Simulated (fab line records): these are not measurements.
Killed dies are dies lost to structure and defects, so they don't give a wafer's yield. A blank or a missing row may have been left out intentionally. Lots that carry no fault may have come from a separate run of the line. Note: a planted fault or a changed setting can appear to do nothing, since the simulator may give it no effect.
fab line records ; flow n5_finfet
record lots=4; wafers=12; last_day=16
route steps=1938 shown MOL_CONTACT_COAG@629 BEOL_M0_SAQP@632 BEOL_M4@1111
lots that met no fault: taken from a fault-free run of the same line
start_h: start of the lot's first displayed wafer, in hours after the record's first day ; wait_h: time in hours since the lot's previous step ; " identical to the entry in the row above ; L1.1+2: several wafers, shown together as one row ; - no value present, or no start provided ; * or withheld: withheld ; < > ~ a bound
route shown NAME@n: NAME is a module with steps in the file, n the number in the route of the first one ; usual: mean/standard deviation taken from wafers without a fault ; same: alike in all rows ; chamber/n: place in a boat ; sites: readings site by site ; _std_site: the standard deviation of these ; _edge_site: inner sites' mean taken away from outer sites' mean ; radius_mm: for every site, how far away it sits from the centre of the wafer ; mask NAME#n: copy n ; behind: the most recent tool/chamber to have shaped the wafer ; hold: why the lot was held/for how many hours/how that ended ; device: which transistor (n, p or np) failed to switch ; end of line: tests of these same wafers at the route's end ; step lacking rows: just its recipe ; killed: the dies lost at the first sort to structure and to defects; this is not the yield of the wafer ; map: dies across one wafer; x = killed, . = not, _ = none there
set.NAME: the setting the step ran with; set.NAME@STEP: the setting that earlier step ran with ; model.NAME: the simulator's own value behind a step, which no gauge read
a table for each step, a row for each wafer; lots at some steps of the route
services: a tool's chamber out of use, with start hour (start_h, from the record's first day; less than 0 if before it), hours out, and reason
## steps
# step N5_MOL_CONTACT_COAG_ANNEAL_112
# recipe temp_c=400; time_s=1800; ambient=HPD2; pressure_atm=10
# step N5_BEOL_M0_SAQP_PECVD_00
# recipe material=SiCN; target_thk_a=80; temp_c=withheld; precursor=3MS/NH3; pressure_torr=3; rf_w=202; time_s=14
# step N5_BEOL_M0_SAQP_ILD_DEP_01
# recipe material=SiOC; target_thk_a=454.19; temp_c=350; precursor=DEMS/O2; pressure_torr=5; rf_w=500; time_s=8.7
# step N5_BEOL_M0_SAQP_HM_DEP_02
# recipe material=TiN; target_thk_a=120; temp_c=25; chamber_pressure_pa=0.49996
# step N5_BEOL_M0_SAQP_PECVD_03
# recipe material=SiCN; target_thk_a=120; temp_c=withheld; precursor=3MS/NH3; pressure_torr=3; rf_w=202; time_s=21.1
# step N5_BEOL_M0_SAQP_PECVD_96
# recipe material=a-Si; target_thk_a=450; temp_c=350; precursor=SiH4/He; pressure_torr=3; rf_w=100; time_s=45.2
# step N5_BEOL_M0_SAQP_PECVD_97
# recipe material=SiNx; target_thk_a=230; temp_c=350; precursor=SiH4/NH3/N2; pressure_torr=1.5; rf_w=300; time_s=19.9
# step N5_BEOL_M0_SAQP_PECVD_04
# recipe material=a-Si; target_thk_a=600; temp_c=350; precursor=SiH4/He; pressure_torr=3; rf_w=100; time_s=60.2
# step N5_BEOL_M0_SAQP_HM_DEP_111
# recipe material=SiO2; target_thk_a=120; temp_c=400; precursor=SiH4/N2O; pressure_torr=0.75; rf_w=275; time_s=7.2
# usual heater_power_w=768/83; showerhead_plenum_p_Torr=8.20/0.15
lot.wafer;tool;chamber;start_h;wait_h;heater_power_w;showerhead_plenum_p_Torr;since_wet_clean_h;model.SiO2_of_BEOL_M0_SAQP_HM_DEP_111.thk_nm
L939.2;pecvd-04;2;144.79;0.0;722;8.33;457;12
L939.5;pecvd-04;2;144.79;0.0;715;8.31;-;12.2
L939.6;pecvd-04;0;144.79;0.0;654;8.22;-;12
L951.2;pecvd-04;1;215.65;0.1;696;7.97;2007;11.8
L951.4;pecvd-04;1;215.65;0.1;708;7.95;-;16.2
L951.5;pecvd-04;0;215.65;0.1;701;8.20;-;16.2
L950.1;pecvd-04;0;215.84;0.0;659;8.22;1282;11.8
L950.2;pecvd-04;1;215.84;0.0;634;7.95;2007;12
L950.5;pecvd-04;0;215.84;0.0;671;8.20;-;16.4
L952.2;pecvd-01;1;220.02;0.0;673;8.24;1468;11.8
L952.3;pecvd-01;0;220.02;0.0;789;8.08;-;11.8
L952.5;pecvd-01;1;220.02;0.0;672;8.24;-;12
# step N5_BEOL_M0_SAQP_COAT_81
# recipe resist=SOC; temp_c=250; time_s=60; spin_rpm=1500; resist_thk_nm=100
# step N5_BEOL_M0_SAQP_COAT_82
# recipe resist=SiARC; temp_c=220; time_s=60; spin_rpm=1500; resist_thk_nm=30
# step N5_BEOL_M0_SAQP_COAT_08
# recipe resist=CAR-ArF; spin_rpm=1500; resist_thk_nm=90
# step N5_BEOL_M0_SAQP_EBR_10
# recipe solvent=PGMEA; ebr_width_mm=1.5
# step N5_BEOL_M0_SAQP_SOFTBAKE_09
# recipe temp_c=110; time_s=60; resist=CAR-ArF
# step N5_BEOL_M0_SAQP_EXPOSE_11
# recipe mask_id=M0_CORE; na=1.35; source_shape=dipole; sigma_inner=0.538; sigma_outer=0.738; polarization=te; target_cd_nm=42; dose_mj=55
# step N5_BEOL_M0_SAQP_PEB_12
# recipe peb_temp_c=withheld; peb_time_s=60; resist=CAR-ArF
# step N5_BEOL_M0_SAQP_DEVELOP_13
# recipe develop_time_s=30; developer=TMAH; resist=CAR-ArF; dev_temp_c=23; rinse_liquid=diw; dry=air_spin
# step N5_BEOL_M0_SAQP_DESCUM_19
# recipe chemistry=O2; time_s=7.9; source_power_w=50; bias_power_w=20; pressure_mtorr=20; rf_frequency_hz=2.712e+07; temp_c=40; resist=CAR-ArF; o2_flow_sccm=225
# step N5_BEOL_M0_SAQP_ETCH_83
# recipe chemistry=CF4; target=SiARC; target_depth_a=390; mask_material=CAR-ArF; time_s=65; ion_energy_ev=80; pressure_mtorr=40; source_w=545; bias_w=36; Ar_flow_sccm=100; cf4_flow_sccm=100; ends=cleared
# step N5_BEOL_M0_SAQP_ETCH_84
# recipe chemistry=N2/H2; target=SOC; target_depth_a=1000; overetch_a=200; mask_material=SiARC; temp_c=40; time_s=150; ion_energy_ev=200; pressure_mtorr=30; source_w=840; bias_w=150; n2_flow_sccm=200; h2_flow_sccm=200
# step N5_BEOL_M0_SAQP_STRIP_80
# recipe chemistry=N2/H2; temp_c=40; n2_flow_sccm=200; h2_flow_sccm=200; rf_frequency_hz=6e+07
# step N5_BEOL_M0_SAQP_HM_OPEN_112
# recipe chemistry=CHF3/O2; target=SiO2; stop_on=a-Si; target_depth_a=120; over_etch_frac=1.25; mask_material=SOC; time_s=13.5; pressure_mtorr=30; source_w=650; bias_w=170; Ar_flow_sccm=200; CHF3_flow_sccm=50; O2_flow_sccm=5; ion_energy_ev=200; ends=end_point
# usual drypump_motor_current_A=5.5/0.44; mfc_ar_sccm=200.0/0.61; oes_ar_750_au=0.77/0.074; oes_product_au=0.51/0.048; rf_vpp_V=524/6.3; showerhead_plenum_p_Torr=2.43/0.072; throttle_valve_pct=18.89/0.19
lot.wafer;tool;chamber;start_h;wait_h;drypump_motor_current_A;mfc_ar_sccm;oes_ar_750_au;oes_product_au;rf_hours_counter_h;rf_vpp_V;showerhead_plenum_p_Torr;throttle_valve_pct;model.etch.depth_nm
L939.2;rie_diel-06;2;145.69;0.0;5.7;199.7;0.75;0.50;127;524;2.32;19.17;11.95
L939.5;rie_diel-06;0;145.69;0.0;5.5;200.8;0.77;0.50;-;515;2.33;19.04;12.25
L939.6;rie_diel-06;1;145.69;0.0;5.3;200.5;0.88;0.57;-;530;2.45;18.89;12.05
L951.2;rie_diel-03;0;216.25;0.0;5.3;199.3;0.70;0.46;202;534;2.48;18.84;11.72
L951.4;rie_diel-03;3;216.25;0.0;5.1;199.4;0.82;0.62;-;515;2.43;18.79;16.24
L951.5;rie_diel-03;0;216.25;0.0;5.3;200.3;0.70;0.54;-;535;2.48;18.86;16.27
L950.1;rie_diel-03;1;216.59;0.0;5.2;199.9;0.71;0.46;213;520;2.49;18.91;11.84
L950.2;rie_diel-03;3;216.59;0.0;5.1;200.6;0.83;0.54;103;516;2.43;18.77;11.93
L950.5;rie_diel-03;0;216.59;0.0;5.3;201.0;0.70;0.53;-;534;2.48;18.88;16.3
L952.2;rie_diel-03;1;221.13;0.0;5.2;200.3;0.70;0.46;216;520;2.49;18.90;11.81
L952.3;rie_diel-03;0;221.13;0.0;5.3;199.6;0.70;0.46;-;535;2.48;18.84;11.9
L952.5;rie_diel-03;0;221.13;0.0;5.3;200.0;0.70;0.46;-;534;2.48;18.84;11.91
# step N5_BEOL_M0_SAQP_STRIP_113
# recipe chemistry=CHF3/O2; resist=SiARC; rf_frequency_hz=6e+07
# step N5_BEOL_M0_SAQP_MANDREL_ETCH_20
# recipe target_depth_a=600; chemistry=HBr/Cl2; target=a-Si; stop_on=SiNx; bt_time_s=10; mask_material=SOC; over_etch_frac=0.5; time_s=30; pressure_mtorr=10; icp_w=800; bias_w=75; HBr_flow_sccm=150; Cl2_flow_sccm=80; ends=end_point
# step N5_BEOL_M0_SAQP_STRIP_86
# recipe chemistry=N2/H2; power_w=500; temp_c=40; pressure_mtorr=50; rf_frequency_hz=6e+07; overash_fraction=0.3; bias_power_w=28; h2_frac=0.5; n2_flow_sccm=300; h2_flow_sccm=300
# step N5_BEOL_M0_SAQP_STRIP_115
# recipe chemistry=post_etch_residue_remover; time_s=60; temp_c=25; remover_ph=withheld; remover_water_wt_pct=withheld; remover_fluoride_wt_pct=withheld
lot.wafer;tool;chamber;start_h;wait_h;model.SiO2_of_BEOL_M0_SAQP_HM_DEP_111.thk_nm
L939.2;wet_bench-03;7;145.96;-;11.8
L939.5;wet_bench-03;3;145.96;-;12.2
L939.6;wet_bench-03;4;145.96;-;12
L951.2;wet_bench-03;4;216.50;-;11.6
L951.4+5;wet_bench-03;3,6;216.50;-;16.2
L950.1+2;wet_bench-01;3,4;216.83;-;11.8
L950.5;wet_bench-01;7;216.83;-;16.2
L952.2+3+5;wet_bench-01;6,7,0;221.61;-;11.8
# step N5_BEOL_M0_SAQP_SRD_93
# recipe dry=ipa_marangoni; time_s=30; temp_c=23; rinse_liquid=diw
# step N5_BEOL_M4_RC_MEAS_101
# usual DIBL_N=36.4/1.5; DIBL_P=36.4/1.6; IOFF_N=0.164/0.025; IOFF_P=0.214/0.028; ION_N=675/9.9; ION_P=463/6.5; SS_N=71.5/0.5; SS_P=73.3/0.56; VT_N=249.2/2.7; VT_P=-250.1/2.8
lot.wafer;tool;chamber;start_h;wait_h;DIBL_N[mV/V];DIBL_P[mV/V];IOFF_N[nA/um];IOFF_P[nA/um];ION_N[uA/um];ION_P[uA/um];SS_N[mV/dec];SS_P[mV/dec];VT_N[mV];VT_P[mV]
L939.2;prober-01;0;205.09;0.2;36.7;37.9;0.170;0.231;676;466;72.4;73.5;250.0;-249.0
L939.5;prober-01;0;205.09;0.2;37.9;40.2;0.198;0.263;683;468;71.8;74.4;247.6;-246.9
L939.6;prober-01;0;205.09;0.2;37.3;39.3;0.174;0.245;674;458;72.2;74.0;248.1;-249.2
L950.1;prober-01;0;272.10;0.0;37.8;38.1;0.212;0.231;678;459;72.9;74.0;246.6;-248.4
L950.2;prober-01;0;272.10;0.0;36.8;37.4;0.203;0.221;691;466;71.4;73.9;245.9;-249.4
L950.5;prober-01;0;272.10;0.0;37.0;37.6;0.202;0.234;701;473;71.6;73.8;242.3;-246.5
L952.2;prober-02;0;274.23;0.2;35.8;36.4;0.156;0.207;673;456;72.1;73.3;252.6;-249.4
L952.3;prober-02;0;274.23;0.2;33.8;34.4;0.123;0.179;664;460;70.4;72.7;252.2;-252.7
L952.5;prober-02;0;274.23;0.2;34.7;36.1;0.145;0.202;680;464;71.0;73.3;249.8;-248.2
L951.2;prober-02;0;276.93;0.2;37.1;37.2;0.163;0.237;665;459;72.0;73.6;247.4;-248.3
L951.4;prober-02;0;276.93;0.2;35.5;34.9;0.144;0.205;674;461;71.7;73.4;250.9;-248.5
L951.5;prober-02;0;276.93;0.2;38.8;38.8;0.211;0.275;687;469;71.7;74.8;244.4;-245.7
## services
tool;chamber;start_h;hours;kind
wet_bench-03;-;147.93;2.3;repair
rie_diel-06;3;158.92;1.5;repair
rie_diel-03;2;161.17;-;clean
rie_diel-03;2;161.17;-;consumable_replace:focus_ring
rie_diel-03;2;161.17;17.2;scheduled_down
rie_diel-03;2;161.17;17.2;vent_cycle
pecvd-01;0;166.46;2.1;scheduled_down
pecvd-01;-;187.97;2.8;pm
wet_bench-01;-;188.87;3.9;repair
pecvd-01;2;202.38;-;clean
pecvd-01;2;202.38;-;consumable_replace:showerhead
pecvd-01;2;202.38;29.0;scheduled_down
pecvd-01;2;202.38;29.0;vent_cycle
rie_diel-03;2;208.36;12.5;repair
rie_diel-03;3;217.87;22.0;repair
pecvd-04;2;218.76;5.5;scheduled_down
## key
first_sign none at tools or gauges
model_effect step=N5_BEOL_M0_SAQP_HM_DEP_111; value=SiO2_of_BEOL_M0_SAQP_HM_DEP_111.thk_nm; without=12; struck=16.27
model_effect step=N5_BEOL_M0_SAQP_HM_OPEN_112; value=etch.depth_nm; without=12.01; struck=16.27
model_effect step=N5_BEOL_M0_SAQP_STRIP_115; value=SiO2_of_BEOL_M0_SAQP_HM_DEP_111.thk_nm; without=11.93; struck=16.2
met_at N5_BEOL_M0_SAQP_HM_DEP_111
struck_wafers L950.5,L951.4,L951.5
onset_between 144.79 215.65
fault kind=process_parameter_drift; tool=pecvd-04; chamber=-; onset_h=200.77; steps=N5_BEOL_M0_SAQP_HM_DEP_111; channel=time_s; offset=*; shape=step; end_h=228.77; scope=struck_wafers_only; acts_in=*; stated=*
